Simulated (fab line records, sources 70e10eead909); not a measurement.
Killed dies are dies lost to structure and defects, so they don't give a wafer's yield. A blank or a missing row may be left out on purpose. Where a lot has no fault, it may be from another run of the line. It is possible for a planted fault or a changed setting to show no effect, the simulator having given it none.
What tool caused it? | flow nand_harc | route of 1302 steps, sampled at 1 step: 24 lots, 72 wafers

## WHAT THE GAUGES READ, wafer by wafer
NHARC_A_M0_CD_MEAS_09: target cd 80 nm.
lot  | measured     | on        | cd_nm (nm)
L074 | day 23 03:47 | cd_sem-03 | 79.8 80.2 80.2
L077 | day 23 11:30 | cd_sem-03 | 80.9 80.4 80.3
L075 | day 23 13:03 | cd_sem-01 | 81.4 80.7 80.2
L076 | day 23 15:41 | cd_sem-01 | 78.9 80.1 79.9
L078 | day 24 10:05 | cd_sem-02 | 79.2 79.8 79.9
L079 | day 25 00:47 | cd_sem-01 | 81.4 80.9 81.1
L080 | day 25 13:07 | cd_sem-02 | 79.3 79.1 80.3
L081 | day 26 12:38 | cd_sem-01 | 80.8 80.2 81.2
L082 | day 26 18:25 | cd_sem-03 | 80.5 80.5 80.0
L083 | day 26 21:07 | cd_sem-02 | 79.6 79.7 79.9
L084 | day 27 03:29 | cd_sem-02 | 79.4 80.2 79.7
L086 | day 27 06:11 | cd_sem-01 | 80.7 78.9 80.8
L085 | day 27 14:52 | cd_sem-03 | 79.8 80.9 80.3
L088 | day 28 09:56 | cd_sem-01 | 80.3 81.1 79.5
L089 | day 28 14:02 | cd_sem-03 | 81.0 79.6 79.9
L087 | day 28 17:03 | cd_sem-02 | 80.0 80.5 80.5
L091 | day 29 21:12 | cd_sem-01 | 81.1 81.0 80.1
L090 | day 29 22:40 | cd_sem-03 | 79.7 80.2 80.1
L092 | day 30 16:14 | cd_sem-02 | 81.3 81.0 80.2
L093 | day 30 16:46 | cd_sem-03 | 80.2 80.5 79.8
L095 | day 31 07:02 | cd_sem-02 | 80.3 80.7 80.4
L094 | day 31 08:02 | cd_sem-01 | 80.2 79.9 79.6
L097 | day 32 17:52 | cd_sem-02 | 81.2 80.4 80.6
L096 | day 32 20:53 | cd_sem-02 | 80.3 80.5 80.9

## TOOL THAT RAN EACH LOT (tool first, then ch and the chambers of the sampled wafers, then the start)
The record holds no process step before these readings.

## AS READ BY THE TOOLS THEMSELVES (means over the sampled wafers that have a number; for cases with no such wafer, the mark the record gives instead)
The record holds no such reading with a usual standard deviation.

## THE ANSWER, worked out from the rows above alone
Rule: the lots themselves supply what counts as usual. Put in order of their means at a reading, lots are off if they are a third of the lots or fewer, leave a main group of 4 or more, and stand apart from it by a gap of 3 or more times the standard deviation of the main group's means; of several such gaps the widest counts. A main group is skipped when, at the precision printed for the reading in the tables above, its means are all equal. A lot without any number at a reading at which 4 lots or more have one is off too. All remaining lots with rows at the step are treated as sound. Order of review: gauges by route order, followed by the tools' own readings, for which a lot's mean as printed above is used. The first step at which some lot is off is used, and at that step the reading that is off furthest; a lot without a number counts as furthest.
Across all readings shown, no lot is off: no conclusion can be drawn from this.

## WHAT THE SIMULATOR HAD PUT IN
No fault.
